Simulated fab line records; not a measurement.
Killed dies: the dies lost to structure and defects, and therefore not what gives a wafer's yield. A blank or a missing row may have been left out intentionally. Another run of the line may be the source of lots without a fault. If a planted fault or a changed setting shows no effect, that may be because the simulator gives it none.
fab line records	flow nandHarc
[record] lots = 5	wafers = 15	lastDay = 33
route steps=1302 shown P_CONTACT@218 END@1302
lots with no fault: from the same line, run without faults
startH: hours from the record's first day to the start of the lot's first wafer shown	waitH: hours elapsed since this lot's preceding step	" as in the row above	L1.1+2: one row covering several wafers at once	- no value present, or no start provided	* or withheld: withheld	< > ~ a bound
route shown NAME@n: a module of which the file shows steps, and the number in the route of the first	usual: average and standard deviation across the fault-free wafers	same: alike in all rows	chamber/n: place in a boat	sites: per-site readings	_std_site: the values' standard deviation	_edge_site: the outer-site mean with the inner-site mean subtracted	radiusMm: how far each site lies from the wafer's centre	mask NAME#n: copy n	behind: tool/chamber where the wafer was last shaped	hold: why the lot went on hold/how many hours it stayed there/how the hold came to an end	device: whichever transistor did not switch (one of n, p or np)	end of line: the tests these same wafers got at the end of their route	a step without rows: its recipe alone	killed: at the first sort, the dies lost to defects and structure; wafer yield is something else	map: dies across one wafer; x = killed, . = not, _ = none there
set.NAME: the setting that was run; set.NAME@STEP: the one run at that earlier step	model.NAME: the simulator's own value behind a step, which no gauge read
lots at selected steps of the route; one table per step, one row per wafer
services: the hour from which a tool's chamber was out of use, counted from the record's first day as startH (under 0 if before that day), plus the number of hours and why
[[steps]]
[step NHARC_P_CONTACT_DEP_00]
[recipe] targetThkA = 5000	tempC = 400	pressureTorr = 6.5	rfW = 900	teosFlowSccm = 161.4	flowSccm = 2650	targetThkNm = 500	gas = O2	material = SiO2
[usual] flowSccm = 2651/8.7	heaterPowerW = 513/63	throttleValvePct = 16.1/0.43
lot.wafer	tool	chamber	startH	waitH	flowSccm	heaterPowerW	throttleValvePct
L549.1	pecvd-03	1	-	-	2641	480	15.2
L549.2	"	2	"	"	2651	426	16.0
L549.5	"	1	"	"	2647	497	15.4
L558.3	pecvd-02	0	-	-	2656	502	16.4
L558.1	"	1	"	"	2651	404	16.1
L558.5	"	1	"	"	2641	445	15.8
L565.3	pecvd-02	1	-	-	2637	478	16.0
L565.2	"	0	"	"	2656	457	16.0
L565.4	"	2	"	"	2643	400	16.5
L571.3	pecvd-02	1	-	-	2626	403	15.8
L571.2	"	2	"	"	2654	516	16.5
L571.1	"	0	"	"	2652	456	16.4
L572.1	pecvd-01	2	-	-	2632	548	16.2
L572.2	"	0	"	"	2652	582	15.8
L572.4	"	0	"	"	2663	632	15.9
[step NHARC_P_CONTACT_CMP_01]
[recipe] targetThkNm = 200	material = SiO2
[step NHARC_P_CONTACT_SRD_03]
[step NHARC_P_CONTACT_DEHYDRATE_04]
[recipe] tempC = 150	timeS = 120
[step NHARC_P_CONTACT_HMDS_05]
[recipe] timeS = 30
[step NHARC_P_CONTACT_COAT_33]
[recipe] tempC = 260	timeS = 75
[step NHARC_P_CONTACT_COAT_34]
[recipe] tempC = 225	timeS = 65
[step NHARC_P_CONTACT_COAT_06]
[recipe] spinRpm = 1500	resistThkNm = 90
[step NHARC_P_CONTACT_SOFTBAKE_07]
[recipe] tempC = 105	timeS = 55
[step NHARC_P_CONTACT_EBR_08]
[step NHARC_P_CONTACT_EXPOSE_09]
[recipe] na = 1.35	targetCdNm = 90	doseMj = 81.26	maskId = P_CA
[step NHARC_P_CONTACT_PEB_10]
[recipe] pebTempC = 100	pebTimeS = 65
[usual] heaterPowerTotalW = 156.6/0.43
lot.wafer	tool	chamber	startH	waitH	heaterPowerTotalW
L549.1	lithoTrack-04	0	116.97	0.1	157.0
L549.2	"	0	"	"	157.0
L549.5	"	0	"	"	156.6
L558.1	lithoTrack-01	0	209.56	0.1	176.2
L558.3	"	0	"	"	156.8
L558.5	"	0	"	"	156.6
L565.2	lithoTrack-06	0	288.83	0.1	157.0
L565.3	"	0	"	"	156.2
L565.4	"	0	"	"	156.0
L571.1	lithoTrack-01	0	340.65	0.1	157.1
L571.2	"	0	"	"	156.8
L571.3	"	0	"	"	156.2
L572.1	lithoTrack-06	0	353.35	0.1	155.9
L572.2	"	0	"	"	156.8
L572.4	"	0	"	"	156.7
[step NHARC_P_CONTACT_DEVELOP_11]
[recipe] developTimeS = 35	devTempC = 23
[step NHARC_P_CONTACT_CD_MEAS_12]
[recipe] targetCdNm = 90	landingEnergyEv = 500
[usual] cdNm = 89.6/0.51
lot.wafer	tool	chamber	startH	waitH	cdNm
L549.1	cdSem-02	0	117.05	-	90.1
L549.2	"	0	"	"	89.9
L549.5	"	0	"	"	89.8
L558.1	cdSem-03	0	209.64	-	80.1
L558.3	"	0	"	"	89.8
L558.5	"	0	"	"	88.4
L565.2	cdSem-03	0	288.91	-	89.0
L565.3	"	0	"	"	89.3
L565.4	"	0	"	"	89.2
L571.1	cdSem-02	0	340.73	-	89.5
L571.2	"	0	"	"	89.2
L571.3	"	0	"	"	89.6
L572.1	cdSem-01	0	353.43	-	89.3
L572.2	"	0	"	"	89.9
L572.4	"	0	"	"	89.7
[step NHARC_P_CONTACT_OVL_MEAS_13]
[usual] overlayXNm = 0.2/0.66	overlayYNm = 0.1/0.87
lot.wafer	tool	chamber	startH	waitH	overlayXNm	overlayYNm
L549.1	overlay-01	-	117.14	-	1.9	-0.2
L549.2	"	-	"	"	1.1	0.1
L549.5	"	-	"	"	1.2	-0.4
L558.1	overlay-02	-	209.73	-	0.1	0.4
L558.3	"	-	"	"	-0.3	1.0
L558.5	"	-	"	"	0.1	0.1
L565.2	overlay-02	-	288.99	-	-0.7	-0.5
L565.3	"	-	"	"	-0.4	-0.6
L565.4	"	-	"	"	-1.0	0.1
L571.1	overlay-01	-	340.82	-	-0.6	1.4
L571.2	"	-	"	"	-0.2	1.6
L571.3	"	-	"	"	0.0	1.5
L572.1	overlay-02	-	353.51	-	-0.1	1.2
L572.2	"	-	"	"	-0.7	1.1
L572.4	"	-	"	"	-0.1	0.8
[step NHARC_P_CONTACT_INSPECT_14]
[usual] rawDefectCount = 4.0/2.5
lot.wafer	tool	chamber	startH	waitH	rawDefectCount
L549.1	defectInspect-01	-	117.18	0.0	4
L549.2	"	-	"	"	6
L549.5	"	-	"	"	6
L558.1	defectInspect-01	-	209.76	0.0	6
L558.3	"	-	"	"	7
L558.5	"	-	"	"	0
L565.2	defectInspect-02	-	289.03	0.0	11
L565.3	"	-	"	"	10
L565.4	"	-	"	"	6
L571.1	defectInspect-01	-	340.86	0.0	4
L571.2	"	-	"	"	7
L571.3	"	-	"	"	6
L572.1	defectInspect-01	-	353.55	0.0	4
L572.2	"	-	"	"	1
L572.4	"	-	"	"	6
[step NHARC_P_CONTACT_DESCUM_17]
[recipe] timeS = 3	o2FlowSccm = 200	arFlowSccm = 0	biasPowerW = 0	chemistry = O2
[usual] drypumpMotorCurrentA = 6.0/0.49	oesProductAu = 1.002/0.01	rfVppV = 57.8/0.89	showerheadPlenumPTorr = 1.92/0.072	throttleValvePct = 11.312/0.0089
lot.wafer	tool	chamber	startH	waitH	drypumpMotorCurrentA	oesProductAu	rfHoursCounterH	rfVppV	showerheadPlenumPTorr	throttleValvePct	model.P_CONTACT.cdNm
L549.2	rieDiel-02	2	117.26	0.1	6.4	0.995	1.6	57.5	1.89	11.331	90.61
L549.1	"	3	"	"	5.6	1.007	1.6	57.5	1.98	11.316	90.55
L549.5	"	1	"	"	6.2	1.007	-	58.2	2.05	11.313	90.31
L558.3	rieDiel-06	2	209.84	0.1	6.6	1.007	3.4	57.4	1.89	11.320	89.21
L558.1	"	3	"	"	5.9	1.013	4.5	57.7	1.81	11.320	80.46
L558.5	"	0	"	"	6.1	0.995	-	58.2	1.86	11.318	87.41
L565.3	rieDiel-06	0	289.09	0.1	6.1	0.997	10.5	58.8	1.86	11.311	89.13
L565.2	"	1	"	"	5.9	1.003	9.9	57.2	2.01	11.317	89.28
L565.4	"	3	"	"	5.9	1.013	10.2	56.3	1.81	11.300	89.05
L571.3	rieDiel-02	3	340.92	0.1	5.6	1.001	2.6	57.0	1.98	11.309	89.29
L571.2	"	1	"	"	6.2	1.004	2.1	58.3	2.04	11.311	89.89
L571.1	"	2	"	"	6.4	0.988	2.8	57.5	1.89	11.309	89.39
L572.1	rieDiel-05	1	353.61	0.1	6.4	0.999	3.0	57.4	1.85	11.326	88.6
L572.2	"	2	"	"	5.6	0.993	2.6	57.7	1.97	11.323	89.78
L572.4	"	0	"	"	6.1	1.011	2.8	58.9	1.99	11.315	89.1
[step NHARC_P_CONTACT_ETCH_35]
[recipe] targetDepthA = 390	overEtchFrac = 0.3	timeS = 65	ionEnergyEv = 80	cf4FlowSccm = 150	arFlowSccm = 0	rfW = 300	biasW = 100	chemistry = CF4
[usual] drypumpMotorCurrentA = 6.0/0.5	oesProductAu = 1.001/0.0095	rfVppV = 151.3/1	showerheadPlenumPTorr = 1.77/0.063	throttleValvePct = 13.284/0.0082
lot.wafer	tool	chamber	startH	waitH	drypumpMotorCurrentA	oesProductAu	rfHoursCounterH	rfVppV	showerheadPlenumPTorr	throttleValvePct
L549.2	rieDiel-02	1	117.33	0.1	6.2	1.002	1.6	151.5	1.88	13.289
L549.1	"	0	"	"	6.4	0.977	1.5	149.9	1.71	13.286
L549.5	"	2	"	"	6.4	0.991	-	151.4	1.75	13.276
L558.1	rieDiel-06	3	209.91	0.1	5.9	1.001	4.5	149.4	1.68	13.287
L558.3	"	0	"	"	6.1	0.997	4.5	150.8	1.72	13.287
L558.5	"	0	"	"	6.1	0.999	-	150.4	1.72	13.291
L565.2	rieDiel-06	2	289.18	0.1	6.6	1.008	8.9	149.2	1.75	13.265
L565.3	"	0	"	"	6.1	0.992	10.6	150.4	1.72	13.285
L565.4	"	1	"	"	5.9	1.009	9.9	151.2	1.85	13.272
L571.3	rieDiel-02	3	341.00	0.1	5.6	0.995	2.6	151.7	1.82	13.285
L571.2	"	0	"	"	6.4	1.000	2.6	151.9	1.71	13.283
L571.1	"	2	"	"	6.4	0.988	2.8	151.5	1.75	13.273
L572.4	rieDiel-05	0	353.71	0.1	6.1	1.011	2.8	151.6	1.83	13.280
L572.1	"	1	"	"	6.4	0.994	3.0	151.4	1.72	13.280
L572.2	"	2	"	"	5.6	0.994	2.7	151.4	1.82	13.284
[step NHARC_P_CONTACT_ETCH_36]
[recipe] targetDepthA = 2600	overEtchFrac = 0.25	timeS = 406.25	ionEnergyEv = 200	n2FlowSccm = 150	h2FlowSccm = 150	arFlowSccm = 0	rfW = 400	biasW = 150	chemistry = N2/H2
[usual] drypumpMotorCurrentA = 6.0/0.49	n2FlowSccm = 150.0/0.46	oesProductAu = 1.003/0.0085	rfVppV = 430.8/2.3	showerheadPlenumPTorr = 2.05/0.08	throttleValvePct = 14.170/0.009
lot.wafer	tool	chamber	startH	waitH	drypumpMotorCurrentA	n2FlowSccm	oesProductAu	rfHoursCounterH	rfVppV	showerheadPlenumPTorr	throttleValvePct
L549.2	rieDiel-02	1	-	-	6.2	150.1	1.001	1.7	434.5	2.19	14.178
L549.1	"	3	"	"	5.6	149.8	1.016	1.7	431.9	2.11	14.176
L549.5	"	1	"	"	6.2	149.8	0.999	-	434.7	2.18	14.177
L558.1	rieDiel-06	2	-	-	6.6	150.5	0.999	3.4	430.4	2.01	14.176
L558.3	"	0	"	"	6.1	149.8	0.997	4.6	427.8	1.98	14.175
L558.5	"	1	"	"	5.9	150.3	0.991	-	432.8	2.15	14.154
L565.2	rieDiel-06	1	-	-	5.9	150.1	1.011	10.0	432.9	2.15	14.176
L565.3	"	2	"	"	6.6	150.5	0.997	8.9	429.4	2.01	14.167
L565.4	"	0	"	"	6.1	150.6	0.987	10.6	428.0	1.98	14.169
L571.3	rieDiel-02	0	-	-	6.4	149.9	1.004	2.7	428.7	1.96	14.169
L571.1	"	1	"	"	6.2	150.9	1.016	2.2	434.7	2.18	14.177
L571.2	"	2	"	"	6.4	150.1	0.997	2.8	430.1	2.02	14.181
L572.4	rieDiel-05	3	-	-	4.8	150.8	1.018	3.2	430.3	2.04	14.154
L572.2	"	0	"	"	6.1	149.8	1.009	2.9	434.1	2.12	14.172
L572.1	"	2	"	"	5.6	150.2	0.996	2.7	431.4	2.10	14.163
[step NHARC_P_CONTACT_ETCH_18]
[recipe] targetDepthA = 4810	timeS = 240.5	c4f8FlowSccm = 20	o2FlowSccm = 10	arFlowSccm = withheld	rfW = 600	biasW = 1500	chemistry = C4F8/O2/Ar
[usual] oesProductAu = 0.962/0.02	rfVppV = 979/4.7
lot.wafer	tool	chamber	startH	waitH	oesProductAu	rfHoursCounterH	rfVppV
L549.1	rieDiel-02	3	-	-	0.998	1.8	982
L549.2	"	1	"	"	0.961	1.9	986
L549.5	"	3	"	"	0.986	-	983
L558.1	rieDiel-06	1	-	-	0.973	4.5	987
L558.3	"	2	"	"	0.977	3.6	977
L558.5	"	0	"	"	0.961	-	974
L565.3	rieDiel-06	1	-	-	0.968	10.2	986
L565.4	"	3	"	"	0.972	10.4	972
L565.2	"	0	"	"	0.959	10.7	976
L571.2	rieDiel-02	2	-	-	0.968	2.9	977
L571.1	"	3	"	"	0.968	2.9	981
L571.3	"	1	"	"	1.003	2.3	989
L572.1	rieDiel-05	3	-	-	0.982	3.4	978
L572.4	"	0	"	"	0.970	3.1	983
L572.2	"	1	"	"	0.949	3.1	974
[step NHARC_P_CONTACT_STRIP_37]
[recipe] c4f8FlowSccm = withheld	o2FlowSccm = 8	arFlowSccm = withheld	biasW = 0	chemistry = C4F8/O2/Ar
[step NHARC_P_CONTACT_ETCH_31]
[recipe] targetDepthA = 300	timeS = 85.7	ionEnergyEv = 120	overEtchFrac = 1	ch3fFlowSccm = 50	o2FlowSccm = 30	arFlowSccm = 200	rfW = 500	biasW = 100	chemistry = CH3F/O2
[usual] drypumpMotorCurrentA = 6.0/0.48	oesProductAu = 0.981/0.014	rfVppV = 244.5/1.4	showerheadPlenumPTorr = 2.47/0.09	throttleValvePct = 20.662/0.0086
lot.wafer	tool	chamber	startH	waitH	drypumpMotorCurrentA	oesProductAu	rfHoursCounterH	rfVppV	showerheadPlenumPTorr	throttleValvePct	model.P_CONTACT.cdNm
L549.1	rieDiel-02	0	-	-	6.4	0.988	1.9	244.1	2.37	20.677	90.83
L549.2	"	1	"	"	6.2	0.985	2.0	247.6	2.62	20.674	90.3
L549.5	"	3	"	"	5.6	1.001	-	245.5	2.54	20.665	88.85
L558.1	rieDiel-06	1	-	-	5.9	0.969	4.6	247.3	2.59	20.660	82.23
L558.3	"	3	"	"	5.9	0.999	4.7	242.9	2.33	20.667	90.49
L558.5	"	1	"	"	5.9	0.973	-	245.8	2.59	20.663	86.1
L565.4	rieDiel-06	1	-	-	5.9	0.987	10.3	244.5	2.58	20.654	90.7
L565.2	"	2	"	"	6.6	0.997	9.3	243.5	2.43	20.664	88.59
L565.3	"	0	"	"	6.0	0.967	10.8	243.6	2.39	20.660	90.34
L571.1	rieDiel-02	2	-	-	6.4	0.977	3.0	243.1	2.43	20.647	88.25
L571.3	"	0	"	"	6.4	0.976	2.9	244.4	2.37	20.670	88.73
L571.2	"	1	"	"	6.2	0.992	2.3	246.0	2.62	20.677	90.52
L572.1	rieDiel-05	3	-	-	4.8	0.996	3.5	246.1	2.46	20.654	90.46
L572.2	"	1	"	"	6.4	0.957	3.2	243.9	2.38	20.666	91.31
L572.4	"	2	"	"	5.6	0.974	2.9	246.7	2.53	20.668	90.63
[step NHARC_P_CONTACT_CD_MEAS_19]
[usual] cdNm = 89.9/1.3
lot.wafer	tool	chamber	startH	waitH	cdNm
L549.1	cdSem-01	-	118.11	-	91.0
L549.2	"	-	"	"	90.5
L549.5	"	-	"	"	89.0
L558.1	cdSem-03	-	210.70	-	82.4
L558.3	"	-	"	"	90.5
L558.5	"	-	"	"	86.1
L565.2	cdSem-03	-	289.97	-	88.3
L565.3	"	-	"	"	90.8
L565.4	"	-	"	"	90.6
L571.1	cdSem-03	-	341.79	-	88.4
L571.2	"	-	"	"	90.4
L571.3	"	-	"	"	88.7
L572.1	cdSem-02	-	354.48	-	90.2
L572.2	"	-	"	"	91.0
L572.4	"	-	"	"	90.8
[step NHARC_P_CONTACT_STRIP_28]
[recipe] o2FlowSccm = 500	arFlowSccm = 0	biasW = 0	chemistry = O2
[usual] drypumpMotorCurrentA = 5.9/0.57	oesProductAu = 1.002/0.01	rfVppV = 57.8/0.82	showerheadPlenumPTorr = 3.55/0.11	throttleValvePct = 17.038/0.0087
lot.wafer	tool	chamber	startH	waitH	drypumpMotorCurrentA	oesProductAu	rfHoursCounterH	rfVppV	showerheadPlenumPTorr	throttleValvePct
L549.2	rieDiel-05	3	118.19	0.1	4.8	0.997	1.1	58.6	3.53	17.037
L549.1	"	2	"	"	5.7	1.003	1.2	57.7	3.63	17.044
L549.5	"	3	"	"	4.8	1.002	-	57.6	3.53	17.043
L558.1	rieDiel-05	2	210.77	0.1	5.6	1.008	3.5	57.6	3.62	17.041
L558.3	"	0	"	"	6.1	0.988	2.7	57.8	3.66	17.028
L558.5	"	3	"	"	4.8	0.999	-	58.1	3.53	17.027
L565.3	rieDiel-02	0	290.06	0.1	6.4	1.001	1.5	57.4	3.40	17.025
L565.2	"	2	"	"	6.4	0.990	1.6	57.1	3.49	17.028
L565.4	"	0	"	"	6.4	0.985	-	56.5	3.40	17.028
L571.2	rieDiel-05	2	341.87	0.1	5.6	0.977	2.6	59.1	3.62	17.040
L571.1	"	3	"	"	4.8	1.006	3.1	57.8	3.53	17.034
L571.3	"	1	"	"	6.4	0.986	3.0	58.6	3.42	17.044
L572.1	rieDiel-06	1	354.57	0.1	5.9	1.018	2.1	57.0	3.70	17.025
L572.2	"	2	"	"	6.6	1.015	1.9	58.6	3.48	17.047
L572.4	"	3	"	"	5.9	1.007	1.7	57.6	3.34	17.043
[step NHARC_END_SORT_01]
[recipe] tempC = 25
[usual] killedAtArray = 49/18	killedAtOther = 0.7/1.1	killedAtPeriphery = 4.0/2.6	killedDies = 54/19	killedOpen = 3.4/1.7	killedShort = 2.5/1.7
[same] grossDies = 677
lot.wafer	tool	chamber	startH	waitH	killedAtArray	killedAtOther	killedAtPeriphery	killedDies	killedOpen	killedShort
L558.1	prober-01	0	645.40	2.5	35	1	7	43	6	1
// killed by level:class
L558.1 A_CHANNEL_HOLE_D2:chamberFilmFlake=13 A_CHANNEL_HOLE_D1:chamberFilmFlake=6 A_CHANNEL_FILL_D2:chamberFilmFlake=4 P_CONTACT:areaPeb=3 A_ONON_D1:geometricParticle:open=2 A_WL_FILL:geometricParticle:open=2 P_GATE:chamberFilmFlake=2 A_CHANNEL_FILL_D1:chamberFilmFlake=2
[[services]]
tool	chamber	startH	hours	kind
pecvd-01	-	130.00	13.0	pm
rieDiel-06	-	130.31	9.0	pm
lithoTrack-01	-	155.00	7.0	pm
rieDiel-05	2	157.55	7.6	repair
rieDiel-02	2	160.94	7.8	repair
rieDiel-06	2	167.73	6.7	repair
lithoTrack-06	-	179.00	7.0	pm
pecvd-03	-	185.09	13.0	pm
pecvd-02	-	192.98	1.2	repair
rieDiel-02	-	214.88	0.4	repair
rieDiel-02	-	216.70	9.0	pm
rieDiel-05	1	220.52	3.8	repair
pecvd-02	-	228.82	13.0	pm
rieDiel-05	-	229.60	9.0	pm
rieDiel-06	-	242.11	1.4	repair
pecvd-02	1	243.64	4.7	repair
pecvd-02	0	269.16	7.5	repair
pecvd-02	2	274.25	2.3	repair
rieDiel-02	1	285.05	5.2	repair
rieDiel-05	0	295.10	22.1	repair
rieDiel-06	-	307.31	9.0	pm
pecvd-02	2	324.58	11.8	repair
lithoTrack-01	-	330.00	7.0	pm
lithoTrack-06	-	354.00	7.0	pm
[[key]]
[firstSign] step = NHARC_P_CONTACT_PEB_10	reading = heaterPowerTotalW	direction = up	sigmas = 45	usual = *	struck = *
[effect] step = NHARC_P_CONTACT_CD_MEAS_12	reading = cdNm	direction = down	sigmas = 19	usual = 89.6	struck = 80.1
[effect] step = NHARC_P_CONTACT_CD_MEAS_19	reading = cdNm	direction = down	sigmas = 5.7	usual = 89.9	struck = 82.4
[modelEffect] step = NHARC_P_CONTACT_DESCUM_17	value = P_CONTACT.cdNm	without = 88.67	struck = 80.46
[modelEffect] step = NHARC_P_CONTACT_ETCH_31	value = P_CONTACT.cdNm	without = 90.44	struck = 82.23
metAt NHARC_P_CONTACT_PEB_10
struckWafers L558.1
testerLeftOut L558
[fault] kind = processParameterDrift	tool = lithoTrack-01	chamber = -	onsetH = 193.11	steps = NHARC_P_CONTACT_PEB_10	channel = pebTimeS	offset = *	shape = step	endH = 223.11	scope = struckWafersOnly	actsIn = *	stated = *
// testerLeftOut: of these lots the tester's yield and bins aren't shown, on N5 and GAA mostly nor the transistor test; their killed dies are dies lost to structure and defects alone, not to doping, threshold or leakage, so they don't give the yield
